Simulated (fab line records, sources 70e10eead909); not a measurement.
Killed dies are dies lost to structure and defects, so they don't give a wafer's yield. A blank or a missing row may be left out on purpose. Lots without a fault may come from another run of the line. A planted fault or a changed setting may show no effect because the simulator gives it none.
fab line records | flow nand_harc | part 1 of 2: steps 1 to 23 of 38
record lots=5 wafers=15 last_day=33
route steps=1302 shown A_M1@1178 A_BONDPAD@1202
lots that met no fault: from a run of the same line without faults
start_h: hours from the record's first day to the start of the lot's first wafer shown | wait_h: hours since the lot's step before | " the same as in the row above | L1.1+2: a row that stands for several wafers | - no value, or no start given | * or withheld: withheld | < > ~ a bound
route shown NAME@n: a module of which the file shows steps, and the number in the route of the first | usual: mean/standard deviation of fault-free wafers | same: alike in all rows | chamber/n: place in a boat | sites: the reading at each site | _std_site: their standard deviation | _edge_site: outer sites' mean less inner sites' | radius_mm: how far each site lies from the wafer's centre | mask NAME#n: copy n | behind: the tool/chamber that last shaped the wafer | hold: why the lot was held/for how many hours/how that ended | device: the transistor (n, p or np) that didn't switch | end of line: the same wafers' tests at the end of the route | a step without rows: its recipe alone | killed: dies lost to structure and defects at the first sort, not the wafer's yield | map: a wafer's dies, x killed, . not, _ none there
set.NAME: the setting as run; set.NAME@STEP: as run at that earlier step | model.NAME: the simulator's own value behind a step, which no gauge read
lots at some steps of the route; a table a step, a row a wafer
services: from which hour (start_h, from the record's first day; less than 0 if before it) a tool's chamber was out of use, for how many hours, and why
## steps
# step NHARC_A_M1_DEVELOP_08
# recipe develop_time_s=35 dev_temp_c=23
# columns lot.wafer tool chamber start_h wait_h
L075.1+5+6 litho_track-01 0 - -
L077.3+4+5 litho_track-06 0 - -
L082.2+3+6 litho_track-04 0 - -
L093.2+3+6 litho_track-04 0 - -
L096.2+3+5 litho_track-04 0 - -
# step NHARC_A_M1_CD_MEAS_09
# recipe target_cd_nm=120 landing_energy_ev=500
# usual cd_nm=120.2/0.71
# columns lot.wafer tool chamber start_h wait_h cd_nm
L075.1 cd_sem-02 0 541.41 - 120.8
L075.5 " 0 " " 119.7
L075.6 " 0 " " 120.5
L077.3 cd_sem-03 0 575.95 - 120.1
L077.4 " 0 " " 118.9
L077.5 " 0 " " 118.7
L082.2 cd_sem-03 0 604.52 - 120.6
L082.3 " 0 " " 121.0
L082.6 " 0 " " 119.9
L093.2 cd_sem-01 0 723.52 - 121.4
L093.3 " 0 " " 120.8
L093.6 " 0 " " 119.8
L096.2 cd_sem-02 0 749.73 - 120.6
L096.3 " 0 " " 121.4
L096.5 " 0 " " 120.9
# step NHARC_A_M1_OVL_MEAS_10
# recipe pitch_nm=240
# usual overlay_x_nm=0.3/1 overlay_y_nm=-0.2/1
# columns lot.wafer tool chamber start_h wait_h overlay_x_nm overlay_y_nm
L075.1 overlay-01 - 541.50 - 1.0 -2.1
L075.5 " - " " 1.7 -1.1
L075.6 " - " " 0.8 -1.5
L077.3 overlay-02 - 576.03 - 0.3 1.6
L077.4 " - " " -0.3 1.0
L077.5 " - " " -0.3 1.1
L082.2 overlay-02 - 604.61 - -0.5 -1.0
L082.3 " - " " -0.5 -0.5
L082.6 " - " " -0.8 -0.5
L093.2 overlay-01 - 723.60 - -0.3 1.6
L093.3 " - " " -0.1 0.9
L093.6 " - " " 0.2 0.9
L096.2 overlay-02 - 749.81 - -0.1 -0.5
L096.3 " - " " 0.0 -0.1
L096.5 " - " " -0.6 -0.7
# step NHARC_A_M1_INSPECT_11
# usual raw_defect_count=91/34
# columns lot.wafer tool chamber start_h wait_h raw_defect_count
L075.1 defect_inspect-02 - 541.53 0.0 127
L075.5 " - " " 134
L075.6 " - " " 151
L077.3 defect_inspect-02 - 576.07 0.0 84
L077.4 " - " " 54
L077.5 " - " " 62
L082.2 defect_inspect-01 - 604.65 0.0 185
L082.3 " - " " 171
L082.6 " - " " 167
L093.2 defect_inspect-02 - 723.64 0.0 88
L093.3 " - " " 70
L093.6 " - " " 75
L096.2 defect_inspect-01 - 749.85 0.0 72
L096.3 " - " " 85
L096.5 " - " " 87
# step NHARC_A_M1_DESCUM_14
# recipe time_s=3 o2_flow_sccm=200 ar_flow_sccm=0 bias_power_w=0 chemistry=O2
# usual drypump_motor_current_A=5.92/0.21 mfc_ar_sccm=0.014/0.016 oes_product_au=1.004/0.016 rf_vpp_V=57.7/0.83 showerhead_plenum_p_Torr=1.87/0.071 throttle_valve_pct=11.310/0.0094
# columns lot.wafer tool chamber start_h wait_h drypump_motor_current_A mfc_ar_sccm oes_product_au rf_hours_counter_h rf_vpp_V showerhead_plenum_p_Torr throttle_valve_pct
L075.1 rie_diel-01 2 541.61 0.1 6.36 0.024 1.025 4.8 57.0 1.83 11.320
L075.5 " 0 " " 6.07 0.027 0.999 - 57.3 1.88 11.308
L075.6 " 1 " " 5.88 0 0.987 - 57.6 1.82 11.318
L077.3 rie_diel-01 3 576.13 0.1 5.75 0.009 1.009 0.3 56.7 1.79 11.302
L077.4 " 0 " " 6.08 0.027 0.988 0.3 57.2 1.88 11.306
L077.5 " 2 " " 6.35 0.024 1.026 - 59.0 1.83 11.306
L082.3 rie_diel-05 2 604.71 0.1 5.82 0 1.032 1.0 59.4 1.98 11.316
L082.2 " 1 " " 5.99 0 0.963 1.0 58.8 1.93 11.306
L082.6 " 2 " " 5.84 0 1.031 - 57.7 1.97 11.297
L093.2 rie_diel-01 3 723.70 0.1 5.76 0.009 1.004 4.4 56.9 1.79 11.319
L093.3 " 1 " " 5.86 0 1.017 4.3 58.1 1.82 11.313
L093.6 " 3 " " 5.75 0.009 1.004 - 58.0 1.79 11.322
L096.3 rie_diel-01 1 749.92 0.1 5.87 0 1.023 0.3 58.3 1.82 11.329
L096.2 " 3 " " 5.73 0.009 1.003 0.5 56.7 1.79 11.324
L096.5 " 0 " " 6.05 0.027 0.994 - 56.7 1.88 11.300
# step NHARC_A_M1_ETCH_35
# recipe target_depth_a=400 overetch_a=120 time_s=43.94 ion_energy_ev=200 n2_flow_sccm=150 h2_flow_sccm=150 ar_flow_sccm=0 rf_w=400 bias_w=150 chemistry=N2/H2
# usual drypump_motor_current_A=5.92/0.21 mfc_ar_sccm=0.014/0.015 oes_product_au=1.002/0.016 rf_vpp_V=429.4/2.4 showerhead_plenum_p_Torr=2.00/0.08 throttle_valve_pct=14.171/0.0093
# columns lot.wafer tool chamber start_h wait_h drypump_motor_current_A mfc_ar_sccm oes_product_au rf_hours_counter_h rf_vpp_V showerhead_plenum_p_Torr throttle_valve_pct
L075.1 rie_diel-01 3 541.68 0.1 5.77 0.009 1.005 5.0 427.7 1.91 14.167
L075.6 " 3 " " 5.77 0.009 1.018 - 425.5 1.91 14.166
L075.5 " 0 " " 6.12 0.027 1.010 - 430.5 2.01 14.162
L077.4 rie_diel-01 3 576.22 0.1 5.76 0.009 1.003 0.3 427.3 1.91 14.167
L077.3 " 0 " " 6.11 0.027 0.997 0.3 428.8 2.01 14.183
L077.5 " 1 " " 5.88 0 1.001 - 426.3 1.93 14.178
L082.3 rie_diel-05 2 604.80 0.1 5.83 0 1.032 1.1 432.6 2.11 14.160
L082.2 " 3 " " 5.79 0.003 1.003 0.7 431.1 2.01 14.183
L082.6 " 0 " " 5.98 0.043 0.983 - 427.6 1.91 14.186
L093.3 rie_diel-01 3 723.78 0.1 5.77 0.009 1.003 4.4 426.4 1.91 14.183
L093.2 " 1 " " 5.85 0 1.015 4.3 426.8 1.93 14.167
L093.6 " 0 " " 6.07 0.027 1.004 - 429.8 2.00 14.184
L096.2 rie_diel-01 3 750.01 0.1 5.77 0.009 1.007 0.5 428.4 1.90 14.183
L096.3 " 0 " " 6.08 0.027 0.997 0.4 429.2 2.00 14.176
L096.5 " 0 " " 6.06 0.027 0.980 - 430.7 2.00 14.177
# step NHARC_A_M1_ETCH_15
# recipe target_depth_a=1825 time_s=91.2 c4f8_flow_sccm=withheld ar_flow_sccm=400 rf_w=600 bias_w=300 chemistry=C4F8/Ar
# usual oes_product_au=0.958/0.024 rf_vpp_V=439.7/2.5
# columns lot.wafer tool chamber start_h wait_h oes_product_au rf_hours_counter_h rf_vpp_V
L075.1 rie_diel-01 0 - - 0.976 5.1 440.0
L075.6 " 0 " " 0.948 - 439.4
L075.5 " 1 " " 0.953 - 438.1
L077.3 rie_diel-01 1 - - 0.981 0.4 436.9
L077.4 " 2 " " 0.972 0.4 439.9
L077.5 " 0 " " 0.972 - 440.5
L082.3 rie_diel-05 3 - - 0.974 0.8 439.6
L082.2 " 0 " " 0.969 0.7 437.4
L082.6 " 3 " " 0.981 - 439.3
L093.2 rie_diel-01 1 - - 0.996 4.3 437.5
L093.3 " 3 " " 0.961 4.4 436.3
L093.6 " 1 " " 1.000 - 437.5
L096.2 rie_diel-01 0 - - 0.959 0.4 438.4
L096.3 " 1 " " 0.973 0.4 436.4
L096.5 " 0 " " 0.961 - 439.8
# step NHARC_A_M1_CD_MEAS_16
# usual cd_nm=120.3/1.1
# columns lot.wafer tool chamber start_h wait_h cd_nm
L075.1 cd_sem-03 - 541.90 - 120.9
L075.5 " - " " 120.4
L075.6 " - " " 121.0
L077.3 cd_sem-01 - 576.44 - 118.8
L077.4 " - " " 118.5
L077.5 " - " " 119.3
L082.2 cd_sem-03 - 605.01 - 121.3
L082.3 " - " " 120.9
L082.6 " - " " 120.4
L093.2 cd_sem-01 - 724.01 - 120.3
L093.3 " - " " 120.0
L093.6 " - " " 119.3
L096.2 cd_sem-02 - 750.27 - 120.1
L096.3 " - " " 121.9
L096.5 " - " " 121.2
# step NHARC_A_M1_STRIP_18
# recipe power_w=1000 n2_flow_sccm=150 h2_flow_sccm=150 ar_flow_sccm=0 bias_w=0 chemistry=N2/H2
# usual drypump_motor_current_A=5.92/0.22 mfc_ar_sccm=0.016/0.015 oes_product_au=1.004/0.016 rf_vpp_V=90.4/0.96 showerhead_plenum_p_Torr=1.99/0.079 throttle_valve_pct=14.171/0.0087
# columns lot.wafer tool chamber start_h wait_h drypump_motor_current_A mfc_ar_sccm oes_product_au rf_hours_counter_h rf_vpp_V showerhead_plenum_p_Torr throttle_valve_pct
L075.1 rie_diel-03 1 542.05 0.1 6.16 0.018 0.990 4.9 90.0 1.92 14.170
L075.6 " 2 " " 5.51 0.036 0.998 - 89.8 2.12 14.172
L075.5 " 3 " " 5.69 0.037 0.997 - 92.5 2.18 14.162
L077.4 rie_diel-05 0 576.51 0.1 5.97 0.043 0.996 7.6 89.5 1.91 14.177
L077.3 " 1 " " 6.01 0 1.003 7.2 90.1 2.06 14.175
L077.5 " 0 " " 5.97 0.043 0.997 - 90.0 1.91 14.179
L082.3 rie_diel-03 2 605.11 0.1 5.48 0.036 1.002 7.9 91.8 2.11 14.174
L082.2 " 0 " " 5.19 0.012 0.995 7.8 91.3 2.15 14.163
L082.6 " 2 " " 5.48 0.036 1.003 - 91.0 2.11 14.173
L093.2 rie_diel-05 1 724.08 0.1 6.00 0 0.988 8.0 90.9 2.05 14.163
L093.3 " 2 " " 5.85 0 1.027 8.0 90.7 2.10 14.157
L093.6 " 1 " " 6.00 0 0.983 - 90.1 2.05 14.178
L096.3 rie_diel-05 2 750.34 0.1 5.82 0 1.024 8.9 90.1 2.10 14.172
L096.2 " 3 " " 5.81 0.003 1.012 8.5 91.8 2.00 14.177
L096.5 " 3 " " 5.81 0.003 1.008 - 90.5 2.00 14.173
# step NHARC_A_M1_ETCH_28
# recipe target_depth_a=300 over_etch_frac=0.3 time_s=72.99 ion_energy_ev=150 cf4_flow_sccm=50 n2_flow_sccm=100 ar_flow_sccm=150 rf_w=300 bias_w=100 chemistry=CF4/N2
# usual drypump_motor_current_A=5.93/0.23 mfc_ar_sccm=150.0/0.4 oes_product_au=1.001/0.017 rf_vpp_V=313.1/1.9 showerhead_plenum_p_Torr=2.57/0.093 throttle_valve_pct=19.794/0.0085
# same over_etch_frac=0.3
# columns lot.wafer tool chamber start_h wait_h drypump_motor_current_A mfc_ar_sccm oes_product_au rf_hours_counter_h rf_vpp_V showerhead_plenum_p_Torr throttle_valve_pct
L075.1 rie_diel-03 1 - - 6.21 149.8 0.994 4.9 311.0 2.49 19.799
L075.5 " 1 " " 6.19 150.1 1.000 - 311.3 2.49 19.797
L075.6 " 2 " " 5.50 150.2 1.006 - 315.8 2.72 19.800
L077.4 rie_diel-05 1 - - 6.01 149.9 0.995 7.2 314.6 2.64 19.807
L077.3 " 2 " " 5.81 149.4 1.001 6.9 315.3 2.71 19.794
L077.5 " 3 " " 5.79 150.8 1.003 - 314.3 2.59 19.791
L082.3 rie_diel-03 0 - - 5.18 149.8 1.000 7.8 316.6 2.76 19.784
L082.2 " 2 " " 5.51 150.4 0.992 8.0 315.5 2.71 19.786
L082.6 " 0 " " 5.19 150.2 1.010 - 317.5 2.76 19.785
L093.3 rie_diel-05 1 - - 5.99 150.2 0.969 8.0 316.1 2.64 19.801
L093.2 " 2 " " 5.83 149.8 1.029 8.0 315.7 2.70 19.804
L093.6 " 1 " " 6.02 150.2 0.968 - 315.1 2.64 19.778
L096.3 rie_diel-05 1 - - 6.01 149.9 0.970 9.2 314.9 2.64 19.799
L096.2 " 0 " " 5.99 150.5 0.987 8.8 310.4 2.47 19.804
L096.5 " 2 " " 5.82 149.4 1.032 - 315.3 2.70 19.797
# step NHARC_A_M1_STRIP_19
# recipe time_s=600 temp_c=30 chemistry=post_etch_residue_remover
# columns lot.wafer tool chamber start_h wait_h
L075.6+1+5 wet_bench-10 4,5,6 542.36 -
L077.4+5+3 wet_bench-10 0,2,3 576.88 -
L082.3+6+2 wet_bench-10 3,5,6 605.47 -
L093.2+6+3 wet_bench-10 6,2,3 724.45 -
L096.5+3+2 wet_bench-08 2,4,5 750.73 -
# step NHARC_A_M1_DEGAS_29
# recipe temp_c=250 time_s=60
# usual heater_power_w=344/36
# columns lot.wafer tool chamber start_h wait_h heater_power_w
L075.1 pvd_sputter-02 - 542.66 - 353
L075.5 " - " " 316
L075.6 " - " " 387
L077.3 pvd_sputter-01 - 577.15 - 369
L077.4 " - " " 266
L077.5 " - " " 339
L082.3 pvd_sputter-01 - 605.73 - 363
L082.2 " - " " 365
L082.6 " - " " 368
L093.3 pvd_sputter-02 - 724.72 - 361
L093.2 " - " " 359
L093.6 " - " " 353
L096.3 pvd_sputter-02 - 751.00 - 358
L096.2 " - " " 387
L096.5 " - " " 363
# step NHARC_A_M1_PRE_CLEAN_30
# recipe time_s=30 temp_c=280 gas=H2/He
# usual heater_power_w=422/45
# columns lot.wafer tool chamber start_h wait_h heater_power_w
L075.1 pvd_sputter-02 - - - 469
L075.6 " - " " 441
L075.5 " - " " 405
L077.3 pvd_sputter-01 - - - 437
L077.4 " - " " 384
L077.5 " - " " 370
L082.3 pvd_sputter-01 - - - 447
L082.2 " - " " 360
L082.6 " - " " 447
L093.3 pvd_sputter-02 - - - 480
L093.2 " - " " 397
L093.6 " - " " 487
L096.2 pvd_sputter-02 - - - 406
L096.3 " - " " 478
L096.5 " - " " 450
# step NHARC_A_M1_PVD_20
# recipe target_thk_a=50 bias_v=168.6 power_w=15000 chamber_pressure_pa=0.12 time_s=8.06 substrate_temp_c=50 material=TaN
# usual bias_v=168.5/1.6 throttle_valve_pct=30.3/1.2
# columns lot.wafer tool chamber start_h wait_h bias_v throttle_valve_pct
L075.1 pvd_sputter-02 - - - 170.0 31.0
L075.5 " - " " 166.7 29.2
L075.6 " - " " 168.7 32.3
L077.4 pvd_sputter-01 - - - 170.9 30.1
L077.3 " - " " 169.8 32.1
L077.5 " - " " 168.8 30.1
L082.3 pvd_sputter-01 - - - 164.1 31.8
L082.2 " - " " 168.7 28.5
L082.6 " - " " 165.8 31.8
L093.3 pvd_sputter-02 - - - 167.7 32.2
L093.2 " - " " 168.0 32.0
L093.6 " - " " 168.6 32.0
L096.2 pvd_sputter-02 - - - 167.8 29.9
L096.3 " - " " 169.2 29.8
L096.5 " - " " 170.0 30.0
# step NHARC_A_M1_PVD_21
# recipe target_thk_a=300 chamber_pressure_pa=5 power_w=5000 substrate_temp_c=30 time_s=20.49 material=Cu
# usual throttle_valve_pct=30.3/1.2
# columns lot.wafer tool chamber start_h wait_h throttle_valve_pct
L075.1 pvd_sputter-02 - - - 32.1
L075.5 " - " " 30.7
L075.6 " - " " 29.0
L077.4 pvd_sputter-01 - - - 29.9
L077.3 " - " " 30.2
L077.5 " - " " 29.1
L082.3 pvd_sputter-01 - - - 28.5
L082.2 " - " " 31.6
L082.6 " - " " 29.8
L093.3 pvd_sputter-02 - - - 32.0
L093.2 " - " " 30.1
L093.6 " - " " 32.3
L096.2 pvd_sputter-02 - - - 30.1
L096.3 " - " " 32.6
L096.5 " - " " 30.3
# step NHARC_A_M1_ECD_22
# recipe target_thk_a=4000 bath_temp_c=25 material=Cu
# columns lot.wafer tool chamber start_h wait_h
L075.1+5+6 ecd_cu-02 1,1,0 543.16 -
L077.3+4+5 ecd_cu-02 0,1,0 577.63 -
L082.2+3+6 ecd_cu-02 1,0,1 606.14 -
L093.2+3+6 ecd_cu-01 0 725.14 -
L096.2+3+5 ecd_cu-02 0,1,1 751.36 -
# step NHARC_A_M1_ANNEAL_31
# recipe temp_c=225 time_s=90
# usual wafer_temp_C_max=226.5/0.45
# columns lot.wafer tool chamber start_h wait_h wafer_temp_C_max
L075.1 rtp_anneal-01 0 543.54 0.3 227.3
L075.5 " 0 " " 226.8
L075.6 " 0 " " 226.8
L077.3 rtp_anneal-01 0 578.02 0.3 226.9
L077.4 " 0 " " 226.7
L077.5 " 0 " " 226.4
L082.2 rtp_anneal-01 0 606.51 - 226.6
L082.3 " 0 " " 226.1
L082.6 " 0 " " 227.0
L093.2 rtp_anneal-02 0 725.53 0.3 226.3
L093.3 " 0 " " 226.3
L093.6 " 0 " " 226.1
L096.2 rtp_anneal-01 0 751.79 0.4 227.1
L096.3 " 0 " " 227.0
L096.5 " 0 " " 226.8
# step NHARC_A_M1_CMP_23
# recipe t_overpolish_s=20 target_thk_nm=154.34
# usual motor_current_A=12.3/1.4 pad_life_wafers=160/100 time_to_endpoint_s=29/4
# columns lot.wafer tool chamber start_h wait_h motor_current_A pad_life_wafers time_to_endpoint_s
L075.1 cmp-01 1 543.88 - 13.3 228 39
L075.6 " 1 " " 13.2 - 36
L075.5 " 2 " " 12.5 - 29
L077.4 cmp-03 3 578.29 - 11.3 55 26
L077.3 " 0 " " 13.0 56 22
L077.5 " 3 " " 12.1 - 24
L082.2 cmp-03 1 606.81 - 13.5 156 25
L082.3 " 0 " " 13.2 159 23
L082.6 " 1 " " 13.0 - 26
L093.3 cmp-03 2 725.82 - 10.9 240 34
L093.2 " 3 " " 11.7 241 29
L093.6 " 3 " " 12.5 - 29
L096.3 cmp-03 1 752.08 - 13.8 336 31
L096.2 " 3 " " 11.7 338 27
L096.5 " 2 " " 11.1 - 35
# step NHARC_A_M1_THK_MEAS_24
# recipe thk_meas_gauge=xrf
# usual thk_nm=154.3/1.8
# columns lot.wafer tool chamber start_h wait_h thk_nm
L075.1 film_metro-01 - 544.19 - 157.2
L075.5 " - " " 155.7
L075.6 " - " " 156.1
L077.3 film_metro-02 - 578.57 - 152.1
L077.4 " - " " 154.2
L077.5 " - " " 154.6
L082.2 film_metro-01 - 607.13 - 154.9
L082.3 " - " " 151.7
L082.6 " - " " 153.0
L093.2 film_metro-02 - 726.14 - 154.6
L093.3 " - " " 157.2
L093.6 " - " " 154.7
L096.2 film_metro-02 - 752.40 - 150.6
L096.3 " - " " 152.7
L096.5 " - " " 154.5
# step NHARC_A_M1_SRD_25
# columns lot.wafer tool chamber start_h wait_h
L075.6+5+1 wet_bench-08 2,5,6 544.23 0.0
L077.3+5+4 wet_bench-10 3,6,0 578.61 0.0
L082.3+2+6 wet_bench-10 5,6,7 607.18 0.1
L093.6+2+3 wet_bench-10 6,0,2 726.18 0.0
L096.5+2+3 wet_bench-08 4,0,1 752.44 0.0
# step NHARC_A_M1_INSPECT_27
# usual raw_defect_count=534/120
# columns lot.wafer tool chamber start_h wait_h raw_defect_count
L075.1 defect_inspect-02 - 544.35 0.0 469
L075.5 " - " " 483
L075.6 " - " " 646
L077.3 defect_inspect-02 - 578.73 0.0 608
L077.4 " - " " 434
L077.5 " - " " 512
L082.2 defect_inspect-02 - 607.28 0.0 560
L082.3 " - " " 487
L082.6 " - " " 497
L093.2 defect_inspect-01 - 726.29 0.0 481
L093.3 " - " " 364
L093.6 " - " " 351
L096.2 defect_inspect-01 - 752.56 0.0 488
L096.3 " - " " 484
L096.5 " - " " 467
# step NHARC_A_M1_PRE_CLEAN_32
# recipe time_s=12 temp_c=370 rf_power_w=300 gas=NH3
# usual heater_power_w=607/90
# columns lot.wafer tool chamber start_h wait_h heater_power_w since_wet_clean_h
L075.1 pecvd-03 2 544.45 0.1 635 165
L075.6 " 0 " " 634 -
L075.5 " 2 " " 652 -
L077.3 pecvd-04 2 578.80 0.1 531 116
L077.5 " 2 " " 540 -
L077.4 " 1 " " 549 -
L082.3 pecvd-04 1 607.35 0.1 543 144
L082.2 " 0 " " 728 144
L082.6 " 2 " " 595 -
L093.2 pecvd-02 0 726.37 0.1 510 124
L093.3 " 1 " " 529 124
L093.6 " 2 " " 762 -
L096.2 pecvd-02 0 752.62 0.1 543 151
L096.3 " 2 " " 756 151
L096.5 " 1 " " 535 -
# step NHARC_A_M1_DEP_33
# recipe target_thk_a=300 temp_c=370 target_thk_nm=30 pressure_torr=3 flow_sccm=200 rf_w=450 material=SiCN
# usual heater_power_w=553/97
# columns lot.wafer tool chamber start_h wait_h heater_power_w since_wet_clean_h
L075.1 pecvd-03 2 544.58 0.1 613 166
L075.6 " 0 " " 644 -
L075.5 " 2 " " 620 -
L077.3 pecvd-04 2 578.88 0.1 460 116
L077.5 " 2 " " 479 -
L077.4 " 1 " " 527 -
L082.3 pecvd-04 1 607.43 0.1 501 144
L082.2 " 0 " " 695 144
L082.6 " 2 " " 534 -
L093.2 pecvd-02 0 726.48 0.1 445 124
L093.3 " 1 " " 406 124
L093.6 " 2 " " 667 -
L096.2 pecvd-02 0 752.70 0.1 429 151
L096.3 " 2 " " 600 151
L096.5 " 1 " " 446 -
